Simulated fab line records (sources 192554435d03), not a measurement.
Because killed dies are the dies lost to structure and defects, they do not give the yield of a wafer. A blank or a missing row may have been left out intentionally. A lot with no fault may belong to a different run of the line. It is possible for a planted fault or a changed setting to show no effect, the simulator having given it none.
fab line records | flow n5-finfet
record lots=10 | wafers=27 | last-day=17
route steps=1938 shown BEOL_M0@750 BEOL_M1@753 BEOL_M4@1111 PASSIVATION@1936
lots untouched by any fault: they come from a run of this same line in which no faults occurred
start-h: start of the lot's first displayed wafer, in hours after the record's first day | wait-h: hours from the lot's prior step to this one | " repeats the value in the row above | L1.1+2: one row covering several wafers at once | - no value, or no start was given | * or withheld: withheld | < > ~ a bound
route shown NAME@n: names a module that has steps shown in the file, with the first one's number in the route | usual: mean and standard deviation over wafers with no fault | same: alike in all rows | chamber/n: place in a boat | sites: per-site readings | _std_site: the standard deviation of these | _edge_site: the outer-site mean with the inner-site mean subtracted | radius-mm: how far each site lies from the wafer's centre | mask NAME#n: copy n | behind: tool/chamber where the wafer was last shaped | hold: what put the lot on hold/how long, in hours/how the hold closed | device: whichever transistor did not switch (one of n, p or np) | end of line: the tests these same wafers got at the end of their route | a step without rows: its recipe alone | killed: at the first sort, the dies lost to defects and structure; wafer yield is something else | map: the dies of a wafer, with x for killed, . for not killed, _ for no die there
set.NAME: the run value of the setting; set.NAME@STEP: its run value at that earlier step | model.NAME: the simulator's own value behind a step, which no gauge read
the route's steps for a sample of lots (tables are steps, rows are wafers)
services: when a tool's chamber went out of use (start-h, in hours from the record's first day, below 0 if earlier), for how many hours, and the reason
## steps
# step N5_BEOL_M0_INSPECT_127
# recipe inspect-instrument=darkfield | mode=post-dep
# usual raw-defect-count=68/24
lot.wafer | tool              | chamber | start-h | wait-h | raw-defect-count
L428.3    | defect-inspect-01 | -       | 133.11  | 0.0    | 65
L428.5    | "                 | -       | "       | "      | 128
L428.6    | "                 | -       | "       | "      | 81
L429.1    | defect-inspect-01 | -       | 139.98  | 0.0    | 76
L429.4    | "                 | -       | "       | "      | 30
L429.5    | "                 | -       | "       | "      | 93
L434.2    | defect-inspect-01 | -       | 175.71  | 0.0    | 78
L434.4    | "                 | -       | "       | "      | 96
L434.5    | "                 | -       | "       | "      | 42
L435.3    | defect-inspect-01 | -       | 191.26  | 0.0    | 78
L435.4    | "                 | -       | "       | "      | 127
L438.1    | defect-inspect-01 | -       | 196.69  | 0.0    | 38
L438.4    | "                 | -       | "       | "      | 51
L440.3    | defect-inspect-02 | -       | 208.22  | 0.0    | 50
L440.4    | "                 | -       | "       | "      | 45
L442.1    | defect-inspect-01 | -       | 217.35  | 0.0    | 89
L442.3    | "                 | -       | "       | "      | 63
L442.4    | "                 | -       | "       | "      | 125
L444.1    | defect-inspect-01 | -       | 235.23  | 0.0    | 70
L444.2    | "                 | -       | "       | "      | 87
L444.5    | "                 | -       | "       | "      | 78
L447.2    | defect-inspect-02 | -       | 248.24  | 0.0    | 35
L447.3    | "                 | -       | "       | "      | 43
L447.5    | "                 | -       | "       | "      | 32
L448.2    | defect-inspect-02 | -       | 251.32  | 0.0    | 89
L448.4    | "                 | -       | "       | "      | 80
L448.6    | "                 | -       | "       | "      | 55
# step N5_BEOL_M1_PECVD_72
# recipe material=SiO2 | target-thk-a=160 | temp-c=400 | precursor=TEOS/O2 | pressure-torr=5.5 | rf-w=450 | teos-flow-sccm=53.8 | gas=O2 | flow-sccm=3000 | time-s=18
# usual heater-power-w=630/82 | showerhead-plenum-p-Torr=8.78/0.057 | susceptor-temp-C=399.99/0.23 | throttle-valve-pct=22.1/0.82
lot.wafer | tool     | chamber | start-h | wait-h | heater-power-w | showerhead-plenum-p-Torr | susceptor-temp-C | throttle-valve-pct
L428.3    | pecvd-03 | 1       | 133.25  | 0.0    | 540            | 8.75                     | 399.74           | 21.7
L428.5    | "        | 0       | "       | "      | 731            | 8.79                     | 400.21           | 21.6
L428.6    | "        | 2       | "       | "      | 725            | 8.70                     | 400.19           | 21.2
L429.1    | pecvd-02 | 1       | 140.13  | 0.0    | 658            | 8.80                     | 400.08           | 22.9
L429.4    | "        | 0       | "       | "      | 648            | 8.64                     | 400.07           | 23.4
L429.5    | "        | 2       | "       | "      | 683            | 8.81                     | 399.89           | 20.3
L434.2    | pecvd-02 | 2       | 175.87  | 0.0    | 623            | 8.80                     | 399.87           | 20.5
L434.4    | "        | 0       | "       | "      | 616            | 8.63                     | 400.07           | 23.4
L434.5    | "        | 1       | "       | "      | 723            | 8.82                     | 400.00           | 22.7
L435.3    | pecvd-03 | 2       | 191.40  | 0.0    | 790            | 8.74                     | 399.86           | 21.3
L435.4    | "        | 0       | "       | "      | 697            | 8.79                     | 399.68           | 22.0
L438.1    | pecvd-03 | 1       | 196.85  | 0.0    | 547            | 8.75                     | 400.24           | 21.3
L438.4    | "        | 0       | "       | "      | 646            | 8.78                     | 399.77           | 22.1
L440.3    | pecvd-03 | 0       | 208.36  | 0.0    | 692            | 8.77                     | 400.29           | 21.7
L440.4    | "        | 1       | "       | "      | 551            | 8.75                     | 400.26           | 21.5
L442.1    | pecvd-03 | 2       | 217.49  | 0.0    | 771            | 8.72                     | 400.07           | 21.5
L442.3    | "        | 1       | "       | "      | 599            | 8.75                     | 399.90           | 21.6
L442.4    | "        | 1       | "       | "      | 601            | 8.77                     | 399.98           | 21.5
L444.1    | pecvd-02 | 0       | 235.38  | 0.0    | 625            | 8.65                     | 399.88           | 23.6
L444.2    | "        | 2       | "       | "      | 673            | 8.81                     | 400.27           | 20.8
L444.5    | "        | 0       | "       | "      | 631            | 8.68                     | 400.11           | 23.6
L447.2    | pecvd-01 | 2       | 248.38  | 0.0    | 550            | 8.85                     | 399.80           | 22.2
L447.3    | "        | 0       | "       | "      | 616            | 8.81                     | 400.05           | 22.3
L447.5    | "        | 2       | "       | "      | 544            | 8.82                     | 399.93           | 22.0
L448.2    | pecvd-01 | 2       | 251.47  | 0.0    | 505            | 8.82                     | 399.82           | 22.1
L448.4    | "        | 2       | "       | "      | 497            | 8.84                     | 400.05           | 22.4
L448.6    | "        | 1       | "       | "      | 574            | 8.77                     | 400.09           | 22.6
# step N5_BEOL_M1_CD_MEAS_11
# recipe target-cd-nm=17.05 | landing-energy-ev=500 | detector=se-inlens | polarity=opening
# usual cd-nm=17.00/0.25
lot.wafer | tool      | chamber | start-h | wait-h | cd-nm
L428.3    | cd-sem-03 | 0       | 135.73  | -      | 17.25
L428.5    | "         | 0       | "       | "      | 17.29
L428.6    | "         | 0       | "       | "      | 16.92
L429.1    | cd-sem-01 | 0       | 142.53  | -      | 16.97
L429.4    | "         | 0       | "       | "      | 16.98
L429.5    | "         | 0       | "       | "      | 17.04
L434.2    | cd-sem-03 | 0       | 176.93  | -      | 17.11
L434.4    | "         | 0       | "       | "      | 16.82
L434.5    | "         | 0       | "       | "      | 17.35
L435.3    | cd-sem-01 | 0       | 191.93  | -      | 17.43
L435.4    | "         | 0       | "       | "      | 16.57
L438.1    | cd-sem-01 | 0       | 197.29  | -      | 16.69
L438.4    | "         | 0       | "       | "      | 17.00
L440.3    | cd-sem-01 | 0       | 208.94  | -      | 16.69
L440.4    | "         | 0       | "       | "      | 17.01
L442.1    | cd-sem-03 | 0       | 218.76  | -      | 17.18
L442.3    | "         | 0       | "       | "      | 16.88
L442.4    | "         | 0       | "       | "      | 17.08
L444.1    | cd-sem-02 | 0       | 236.95  | -      | 17.17
L444.2    | "         | 0       | "       | "      | 16.80
L444.5    | "         | 0       | "       | "      | 16.21
L447.2    | cd-sem-02 | 0       | 250.35  | -      | 17.03
L447.3    | "         | 0       | "       | "      | 17.10
L447.5    | "         | 0       | "       | "      | 16.77
L448.2    | cd-sem-02 | 0       | 253.24  | -      | 16.69
L448.4    | "         | 0       | "       | "      | 17.14
L448.6    | "         | 0       | "       | "      | 17.65
# step N5_BEOL_M1_ETCH_63
# recipe chemistry=CF4 | target=SiARC | target-depth-a=156 | mask-material=CAR-EUV | time-s=26 | ion-energy-ev=80 | pressure-mtorr=40 | source-w=545 | bias-w=36 | Ar_flow_sccm=100 | cf4-flow-sccm=100 | ends=cleared
# usual cf4-flow-sccm=100.1/0.33 | drypump-motor-current-A=5.8/0.5 | etch-rf-on-time-s=26.0/0.44 | oes-product-au=0.69/0.069 | rf-vpp-V=184.0/1.2 | showerhead-plenum-p-Torr=2.15/0.071 | throttle-valve-pct=15.59/0.22
lot.wafer | tool        | chamber | start-h | wait-h | cf4-flow-sccm | drypump-motor-current-A | etch-rf-on-time-s | oes-product-au | rf-hours-counter-h | rf-vpp-V | showerhead-plenum-p-Torr | throttle-valve-pct
L428.3    | rie-diel-06 | 1       | 135.90  | 0.0    | 100.1         | 5.5                     | 26.4              | 0.64           | 167                | 183.5    | 2.06                     | 15.58
L428.5    | "           | 0       | "       | "      | 99.7          | 5.7                     | 25.6              | 0.75           | -                  | 184.0    | 2.18                     | 15.24
L428.6    | "           | 1       | "       | "      | 99.7          | 5.5                     | 26.3              | 0.64           | -                  | 184.5    | 2.06                     | 15.56
L429.1    | rie-diel-05 | 2       | 142.71  | 0.0    | 100.4         | 5.4                     | 25.5              | 0.65           | 165                | 183.1    | 2.13                     | 15.92
L429.4    | "           | 1       | "       | "      | 100.1         | 5.8                     | 25.9              | 0.65           | 166                | 185.4    | 2.22                     | 15.77
L429.5    | "           | 1       | "       | "      | 100.1         | 5.8                     | 25.6              | 0.65           | -                  | 185.0    | 2.22                     | 15.74
L434.2    | rie-diel-06 | 1       | 177.11  | 0.0    | 99.5          | 5.5                     | 26.4              | 0.63           | 179                | 182.5    | 2.05                     | 15.60
L434.4    | "           | 3       | "       | "      | 100.3         | 6.6                     | 25.6              | 0.72           | 78                 | 185.2    | 2.08                     | 15.57
L434.5    | "           | 2       | "       | "      | 99.7          | 6.5                     | 26.2              | 0.66           | -                  | 183.9    | 2.15                     | 15.74
L435.3    | rie-diel-06 | 2       | 192.10  | 0.0    | 101.2         | 6.5                     | 19.9              | 0.76           | 154                | 183.1    | 2.15                     | 15.74
L435.4    | "           | 0       | "       | "      | 100.2         | 5.7                     | 25.6              | 0.74           | 46                 | 182.3    | 2.17                     | 15.28
L438.1    | rie-diel-06 | 2       | 197.93  | 0.0    | 100.3         | 6.5                     | 19.9              | 0.77           | 157                | 184.1    | 2.14                     | 15.75
L438.4    | "           | 3       | "       | "      | 100.3         | 6.6                     | 25.6              | 0.71           | 85                 | 182.2    | 2.08                     | 15.59
L440.3    | rie-diel-06 | 2       | 209.11  | 0.0    | 100.3         | 6.5                     | 20.0              | 0.77           | 160                | 182.9    | 2.14                     | 15.76
L440.4    | "           | 1       | "       | "      | 99.7          | 5.5                     | 26.5              | 0.62           | 190                | 182.8    | 2.05                     | 15.63
L442.1    | rie-diel-02 | 1       | 218.93  | 0.0    | 100.4         | 5.5                     | 26.1              | 0.63           | 174                | 184.3    | 2.21                     | 15.68
L442.3    | "           | 0       | "       | "      | 100.4         | 5.1                     | 25.3              | 0.77           | 30                 | 185.3    | 2.27                     | 15.78
L442.4    | "           | 0       | "       | "      | 100.6         | 5.1                     | 25.4              | 0.77           | -                  | 184.9    | 2.27                     | 15.77
L444.1    | rie-diel-02 | 0       | 237.19  | 0.0    | 99.3          | 5.1                     | 25.7              | 0.76           | 37                 | 185.2    | 2.27                     | 15.79
L444.2    | "           | 3       | "       | "      | 100.0         | 6.6                     | 25.7              | 0.76           | 29                 | 183.7    | 2.18                     | 15.27
L444.5    | "           | 1       | "       | "      | 100.4         | 5.5                     | 26.7              | 0.62           | -                  | 186.1    | 2.21                     | 15.71
L447.2    | rie-diel-05 | 0       | 250.53  | 0.0    | 100.2         | 5.6                     | 25.4              | 0.79           | 23                 | 183.9    | 2.10                     | 15.18
L447.3    | "           | 2       | "       | "      | 100.3         | 5.4                     | 25.8              | 0.61           | 202                | 183.8    | 2.12                     | 15.99
L447.5    | "           | 3       | "       | "      | 100.3         | 5.7                     | 25.9              | 0.79           | -                  | 185.5    | 2.28                     | 15.46
L448.2    | rie-diel-02 | 3       | 253.41  | 0.0    | 100.1         | 6.6                     | 25.7              | 0.75           | 33                 | 182.9    | 2.18                     | 15.29
L448.4    | "           | 2       | "       | "      | 100.9         | 5.1                     | 26.3              | 0.67           | 98                 | 181.7    | 2.07                     | 15.49
L448.6    | "           | 2       | "       | "      | 100.1         | 5.1                     | 26.8              | 0.67           | -                  | 181.3    | 2.07                     | 15.50
# step N5_BEOL_M4_RC_MEAS_101
# usual DIBL_N=36.3/1.2 | DIBL_P=36.7/1.5 | IOFF_N=0.164/0.02 | IOFF_P=0.214/0.024 | ION_N=673/8.5 | ION_P=461/5.9 | SS_N=71.6/0.44 | SS_P=73.3/0.55 | VT_N=249.4/2.4 | VT_P=-250.0/2.3
lot.wafer | tool      | chamber | start-h | wait-h | DIBL_N[mV/V] | DIBL_P[mV/V] | IOFF_N[nA/um] | IOFF_P[nA/um] | ION_N[uA/um] | ION_P[uA/um] | SS_N[mV/dec] | SS_P[mV/dec] | VT_N[mV] | VT_P[mV]
L428.3    | prober-02 | 0       | 172.04  | 0.3    | 36.6         | 35.3         | 0.157         | 0.211         | 666          | 463          | 71.3         | 72.8         | 249.4    | -248.3
L428.5    | "         | 0       | "       | "      | 36.5         | 34.2         | 0.150         | 0.201         | 667          | 459          | 72.1         | 73.1         | 252.6    | -251.7
L428.6    | "         | 0       | "       | "      | 37.0         | 35.8         | 0.172         | 0.227         | 672          | 464          | 71.7         | 73.0         | 248.8    | -248.0
L429.1    | prober-01 | 0       | 194.75  | 0.0    | 35.1         | 36.3         | 0.140         | 0.184         | 657          | 452          | 71.0         | 72.7         | 250.2    | -253.4
L429.4    | "         | 0       | "       | "      | 34.0         | 34.5         | 0.123         | 0.166         | 662          | 454          | 71.6         | 72.7         | 251.7    | -255.6
L429.5    | "         | 0       | "       | "      | 35.6         | 37.5         | 0.162         | 0.199         | 678          | 459          | 71.6         | 73.4         | 249.5    | -253.3
L434.2    | prober-02 | 0       | 225.39  | 0.2    | 34.4         | 35.5         | 0.140         | 0.198         | 668          | 457          | 71.3         | 72.5         | 252.3    | -248.4
L434.4    | "         | 0       | "       | "      | 36.3         | 37.5         | 0.174         | 0.229         | 675          | 464          | 71.7         | 73.4         | 248.8    | -248.3
L434.5    | "         | 0       | "       | "      | 35.7         | 36.6         | 0.159         | 0.215         | 668          | 458          | 71.5         | 73.4         | 250.5    | -249.8
L438.1    | prober-02 | 0       | 233.20  | 0.0    | 38.0         | 38.7         | 0.196         | 0.258         | 672          | 464          | 72.0         | 73.9         | 248.1    | -245.5
L438.4    | "         | 0       | "       | "      | 36.8         | 37.5         | 0.172         | 0.242         | 673          | 459          | 72.2         | 74.5         | 250.8    | -247.8
L435.3    | prober-01 | 0       | 234.01  | 0.3    | 36.1         | 37.7         | 0.172         | 0.219         | 683          | 464          | 71.6         | 73.4         | 248.2    | -248.6
L435.4    | "         | 0       | "       | "      | 35.7         | 37.2         | 0.164         | 0.210         | 677          | 464          | 72.1         | 73.6         | 248.6    | -251.2
L440.3    | prober-02 | 0       | 254.34  | 0.3    | 37.9         | 39.0         | 0.177         | 0.217         | 671          | 462          | 71.5         | 73.3         | 249.7    | -253.4
L440.4    | "         | 0       | "       | "      | 38.2         | 39.6         | 0.188         | 0.213         | 659          | 452          | 72.3         | 73.2         | 244.9    | -249.8
L442.1    | prober-02 | 0       | 259.92  | 0.0    | 36.7         | 37.1         | 0.162         | 0.224         | 672          | 470          | 71.6         | 73.3         | 249.7    | -247.1
L442.3    | "         | 0       | "       | "      | 35.7         | 36.7         | 0.147         | 0.218         | 673          | 466          | 71.1         | 73.3         | 252.8    | -246.9
L442.4    | "         | 0       | "       | "      | 34.9         | 35.7         | 0.131         | 0.195         | 666          | 462          | 71.6         | 73.3         | 253.9    | -247.2
L444.1    | prober-02 | 0       | 282.84  | 0.0    | 35.7         | 36.6         | 0.176         | 0.214         | 678          | 460          | 71.9         | 73.4         | 248.0    | -253.1
L444.2    | "         | 0       | "       | "      | 35.6         | 36.9         | 0.173         | 0.209         | 675          | 461          | 72.3         | 73.1         | 249.2    | -250.9
L444.5    | "         | 0       | "       | "      | 35.6         | 36.2         | 0.174         | 0.202         | 682          | 459          | 72.5         | 73.6         | 247.9    | -251.1
L447.2    | prober-02 | 0       | 286.32  | 0.2    | 38.6         | 37.3         | 0.201         | 0.240         | 679          | 465          | 71.2         | 73.5         | 245.6    | -246.5
L447.3    | "         | 0       | "       | "      | 36.9         | 36.2         | 0.162         | 0.213         | 664          | 454          | 70.9         | 73.0         | 249.2    | -248.0
L447.5    | "         | 0       | "       | "      | 39.0         | 37.4         | 0.196         | 0.229         | 666          | 460          | 71.8         | 73.7         | 246.6    | -249.1
L448.2    | prober-01 | 0       | 300.19  | 0.2    | 36.0         | 36.4         | 0.163         | 0.219         | 675          | 461          | 71.3         | 73.2         | 246.9    | -248.3
L448.4    | "         | 0       | "       | "      | 37.5         | 38.9         | 0.194         | 0.256         | 671          | 460          | 71.9         | 73.7         | 245.0    | -248.7
L448.6    | "         | 0       | "       | "      | 36.9         | 38.2         | 0.180         | 0.244         | 674          | 465          | 71.4         | 73.9         | 247.3    | -248.9
# step N5_PASSIVATION_PROBE_49
# usual defect-limited-yield=91.2/1.5 | killed_at_M0_to_M3=35/11 | killed_at_M4_up=13/5.6 | killed-at-contacts=13/6.3 | killed-at-front-end=38/12 | killed-at-other=3.7/2.9 | killed-dies=104/18 | killed-open=69/13 | killed-short=34/8.3 | sort_bin_5_function=5.2/0.95 | sort_bin_6_memory=3.3/0.68 | sort-n-pass=1076/18 | sort-yield-pct=91.2/1.5
# same gross-dies=1180 | killed-at-back-side=0 | sort_bin_4_leakage[%]=0 | sort_bin_8_speed[%]=0
lot.wafer | tool      | chamber | start-h | wait-h | defect-limited-yield[%] | killed_at_M0_to_M3 | killed_at_M4_up | killed-at-contacts | killed-at-front-end | killed-at-other | killed-dies | killed-open | killed-short | sort_bin_5_function[%] | sort_bin_6_memory[%] | sort-n-pass | sort-yield-pct[%]
L429.1    | prober-02 | -       | 299.68  | 0.0    | 90.7                    | 40                 | 14              | 14                 | 39                  | 3               | 110         | 79          | 27           | 5.9                    | 2.8                  | 1070        | 90.7
L429.4    | prober-02 | -       | 299.83  | 0.2    | 92.7                    | 28                 | 13              | 18                 | 23                  | 4               | 86          | 63          | 21           | 4.1                    | 3.1                  | 1094        | 92.7
L429.5    | prober-02 | -       | 299.88  | 0.2    | 88.4                    | 54                 | 12              | 4                  | 62                  | 5               | 137         | 84          | 49           | 7.4                    | 3.7                  | 1043        | 88.4
L434.2    | prober-02 | -       | 333.00  | 0.1    | 90.2                    | 29                 | 10              | 10                 | 65                  | 2               | 116         | 76          | 39           | 5.4                    | 4.0                  | 1064        | 90.2
L434.4    | prober-02 | -       | 333.10  | 0.2    | 91.2                    | 32                 | 12              | 14                 | 46                  | 0               | 104         | 75          | 28           | 5.7                    | 2.9                  | 1076        | 91.2
L434.5    | prober-02 | -       | 333.15  | 0.2    | 87.1                    | 49                 | 17              | 25                 | 59                  | 2               | 152         | 98          | 52           | 7.7                    | 4.6                  | 1028        | 87.1
L435.3    | prober-01 | -       | 333.66  | 0.1    | 91.3                    | 28                 | 14              | 7                  | 50                  | 4               | 103         | 68          | 33           | 5.8                    | 2.8                  | 1077        | 91.3
L438.1    | prober-01 | -       | 341.54  | 0.0    | 90.6                    | 27                 | 12              | 12                 | 55                  | 5               | 111         | 75          | 35           | 5.2                    | 3.9                  | 1069        | 90.6
L438.4    | prober-01 | -       | 341.69  | 0.2    | 91.1                    | 25                 | 17              | 10                 | 46                  | 7               | 105         | 65          | 39           | 5.8                    | 2.8                  | 1075        | 91.1
L440.3    | prober-01 | -       | 359.85  | 0.1    | 90.0                    | 47                 | 15              | 12                 | 42                  | 2               | 118         | 78          | 39           | 5.2                    | 4.5                  | 1062        | 90.0
L442.1    | prober-01 | -       | 364.72  | 0.0    | 86.9                    | 61                 | 13              | 10                 | 68                  | 2               | 154         | 93          | 61           | 7.9                    | 4.6                  | 1026        | 86.9
L442.3    | prober-01 | -       | 364.82  | 0.1    | 91.4                    | 30                 | 11              | 13                 | 46                  | 1               | 101         | 59          | 42           | 4.6                    | 3.6                  | 1079        | 91.4
L442.4    | prober-01 | -       | 364.87  | 0.2    | 86.9                    | 50                 | 14              | 3                  | 84                  | 4               | 155         | 101         | 53           | 7.3                    | 5.4                  | 1025        | 86.9
L444.1    | prober-02 | -       | 383.69  | 0.0    | 93.1                    | 31                 | 13              | 18                 | 19                  | 0               | 81          | 54          | 27           | 4.2                    | 2.6                  | 1099        | 93.1
L444.2    | prober-02 | -       | 383.74  | 0.1    | 91.4                    | 33                 | 8               | 21                 | 37                  | 2               | 101         | 62          | 37           | 4.4                    | 3.3                  | 1079        | 91.4
L444.5    | prober-02 | -       | 383.89  | 0.2    | 92.7                    | 23                 | 16              | 18                 | 27                  | 2               | 86          | 59          | 26           | 4.3                    | 2.9                  | 1094        | 92.7
# killed by level:class
L429.1 MOL_CONTACT_COAG:geometric-particle:open=14 FIN_SAQP:geometric-particle:open=10 STI_FIN_REVEAL:geometric-particle:open=8 BEOL_M2:geometric-particle:open=8 BEOL_M1:geometric-particle:open=6 BEOL_M3:geometric-particle:open=6 DUMMY_GATE:geometric-particle:open=5 BEOL_M0_SAQP:geometric-particle:open=5
L429.4 MOL_CONTACT_COAG:geometric-particle:open=14 STI_FIN_REVEAL:geometric-particle:open=9 BEOL_M2:geometric-particle:open=9 BEOL_M3:geometric-particle:open=6 BEOL_M4:geometric-particle:open=5 MOL_CONTACT_COAG:geometric-particle:short=4 BEOL_M1:geometric-particle:open=4 BEOL_M3:geometric-particle:short=4
L429.5 BEOL_M0_SAQP:geometric-particle:short=15 FIN_SAQP:geometric-particle:open=12 STI_FIN_REVEAL:geometric-particle:open=11 BEOL_M0_SAQP:geometric-particle:open=10 BEOL_M3:geometric-particle:open=10 FIN_SAQP:geometric-particle:short=9 BEOL_M2:geometric-particle:open=7 GATE_CUT:geometric-particle:short=6
L434.2 FIN_SAQP:geometric-particle:short=17 FIN_SAQP:geometric-particle:open=16 STI_FIN_REVEAL:geometric-particle:open=12 MOL_CONTACT_COAG:geometric-particle:open=8 BEOL_M0_SAQP:geometric-particle:open=8 GATE_CUT:geometric-particle:short=5 BEOL_M0_SAQP:geometric-particle:short=5 STARTING-WAFER:geometric-particle:open=5
L434.4 FIN_SAQP:geometric-particle:open=13 MOL_CONTACT_COAG:geometric-particle:open=12 STI_FIN_REVEAL:geometric-particle:open=11 FIN_SAQP:geometric-particle:short=10 BEOL_M0_SAQP:geometric-particle:open=8 BEOL_M0_SAQP:geometric-particle:short=7 BEOL_M1:geometric-particle:open=6 BEOL_M4:geometric-particle:open=5
L434.5 FIN_SAQP:geometric-particle:short=24 MOL_CONTACT_COAG:geometric-particle:open=21 BEOL_M2:geometric-particle:open=12 FIN_SAQP:geometric-particle:open=11 BEOL_M0_SAQP:geometric-particle:open=11 BEOL_M0_SAQP:geometric-particle:short=11 BEOL_M4:geometric-particle:open=6 BEOL_M3:geometric-particle:open=6
L435.3 FIN_SAQP:geometric-particle:open=21 FIN_SAQP:geometric-particle:short=11 BEOL_M0_SAQP:geometric-particle:open=10 BEOL_M4:geometric-particle:open=7 BEOL_M0_SAQP:geometric-particle:short=5 BEOL_M1:geometric-particle:open=5 BEOL_M1:geometric-particle:short=4 MOL_CONTACT_COAG:geometric-particle:short=3
L438.1 FIN_SAQP:geometric-particle:open=18 FIN_SAQP:geometric-particle:short=11 MOL_CONTACT_COAG:geometric-particle:open=11 BEOL_M0_SAQP:geometric-particle:open=9 BEOL_M0_SAQP:geometric-particle:short=7 STI_FIN_REVEAL:geometric-particle:open=6 BEOL_M1:geometric-particle:open=6 STARTING-WAFER:geometric-particle:open=6
L438.4 FIN_SAQP:geometric-particle:short=12 BEOL_M0_SAQP:geometric-particle:open=10 FIN_SAQP:geometric-particle:open=8 MOL_CONTACT_COAG:geometric-particle:open=8 BEOL_M0_SAQP:geometric-particle:short=7 BEOL_M4:geometric-particle:open=7 GATE_CUT:geometric-particle:short=6 GATE_CUT:geometric-particle:open=5
L440.3 BEOL_M1:geometric-particle:open=16 BEOL_M0_SAQP:geometric-particle:short=12 FIN_SAQP:geometric-particle:open=10 STI_FIN_REVEAL:geometric-particle:open=10 MOL_CONTACT_COAG:geometric-particle:open=9 BEOL_M0_SAQP:geometric-particle:open=8 FIN_SAQP:geometric-particle:short=5 BEOL_M5:geometric-particle:open=5
L442.1 BEOL_M0_SAQP:geometric-particle:short=22 FIN_SAQP:geometric-particle:open=19 BEOL_M0_SAQP:geometric-particle:open=19 FIN_SAQP:geometric-particle:short=11 BEOL_M3:geometric-particle:open=9 STI_FIN_REVEAL:geometric-particle:open=8 MOL_CONTACT_COAG:geometric-particle:open=8 DUMMY_GATE:geometric-particle:open=5
L442.3 FIN_SAQP:geometric-particle:short=16 BEOL_M2:geometric-particle:open=11 MOL_CONTACT_COAG:geometric-particle:open=10 FIN_SAQP:geometric-particle:open=8 STI_FIN_REVEAL:geometric-particle:open=7 BEOL_M4:geometric-particle:open=6 GATE_CUT:geometric-particle:short=6 BEOL_M2:geometric-particle:short=4
L442.4 FIN_SAQP:geometric-particle:open=21 BEOL_M0_SAQP:geometric-particle:open=17 FIN_SAQP:geometric-particle:short=14 STI_FIN_REVEAL:geometric-particle:open=13 BEOL_M0_SAQP:geometric-particle:short=9 BEOL_M2:geometric-particle:open=7 BEOL_M4:geometric-particle:open=7 STARTING-WAFER:geometric-particle:short=6
L444.1 MOL_CONTACT_COAG:geometric-particle:open=13 BEOL_M0_SAQP:geometric-particle:short=8 BEOL_M2:geometric-particle:open=8 FIN_SAQP:geometric-particle:open=6 MOL_CONTACT_COAG:geometric-particle:short=5 BEOL_M0_SAQP:geometric-particle:open=4 BEOL_M5:geometric-particle:open=4 FIN_SAQP:geometric-particle:short=3
L444.2 MOL_CONTACT_COAG:geometric-particle:open=19 BEOL_M3:geometric-particle:open=10 GATE_CUT:geometric-particle:short=7 FIN_SAQP:geometric-particle:short=6 BEOL_M1:geometric-particle:open=6 BEOL_M0_SAQP:geometric-particle:short=5 BEOL_M0_SAQP:geometric-particle:open=5 FIN_SAQP:geometric-particle:open=4
L444.5 MOL_CONTACT_COAG:geometric-particle:open=13 BEOL_M3:geometric-particle:open=8 STI_FIN_REVEAL:geometric-particle:open=5 BEOL_M2:geometric-particle:open=5 MOL_CONTACT_COAG:geometric-particle:short=5 BEOL_M5:geometric-particle:open=5 FIN_SAQP:geometric-particle:short=4 GATE_CUT:geometric-particle:short=4
## services
tool        | chamber | start-h | hours | kind
rie-diel-06 | 1       | 113.05  | 1.8   | repair
rie-diel-02 | 2       | 113.09  | 5.5   | repair
rie-diel-02 | 3       | 114.85  | 2.7   | repair
rie-diel-02 | 0       | 118.74  | -     | clean
rie-diel-02 | 0       | 118.74  | -     | consumable-replace:focus-ring
rie-diel-02 | 0       | 118.74  | -     | consumable-replace:showerhead
rie-diel-02 | 0       | 118.74  | 18.6  | scheduled-down
rie-diel-02 | 0       | 118.74  | 18.6  | vent-cycle
pecvd-02    | 1       | 133.74  | 5.5   | scheduled-down
rie-diel-05 | 0       | 134.07  | 5.7   | repair
rie-diel-02 | 3       | 143.56  | -     | clean
rie-diel-02 | 3       | 143.56  | -     | consumable-replace:focus-ring
rie-diel-02 | 3       | 143.56  | 16.6  | scheduled-down
rie-diel-02 | 3       | 143.56  | 16.6  | vent-cycle
pecvd-01    | 1       | 157.75  | 2.1   | scheduled-down
rie-diel-05 | 0       | 159.98  | -     | clean
rie-diel-05 | 0       | 159.98  | -     | consumable-replace:focus-ring
rie-diel-05 | 0       | 159.98  | 15.6  | scheduled-down
pecvd-03    | 2       | 166.60  | 19.3  | repair
pecvd-01    | -       | 168.36  | 5.5   | pm
rie-diel-02 | 2       | 187.47  | 42.2  | repair
rie-diel-05 | -       | 197.43  | 0.5   | repair
pecvd-01    | 0       | 233.76  | 9.1   | repair
pecvd-02    | 1       | 242.54  | 2.1   | repair
## key
first-sign step=N5_BEOL_M1_ETCH_63 | reading=etch-rf-on-time-s | direction=down | sigmas=14 | usual=* | struck=*
effect none on later readings
met-at N5_BEOL_M1_ETCH_63
struck-lots L435,L438,L440
struck-wafers L435.3,L438.1,L440.3
not-acting-at N5_BEOL_M0_INSPECT_127,N5_BEOL_M1_PECVD_72,N5_BEOL_M1_CD_MEAS_11
onset-between 177.11 192.10
fault kind=process-parameter-drift | tool=rie-diel-06 | chamber=- | onset-h=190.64 | steps=N5_BEOL_M1_ETCH_63 | channel=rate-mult | offset=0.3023 | shape=step | end-h=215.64 | scope=struck-wafers-only
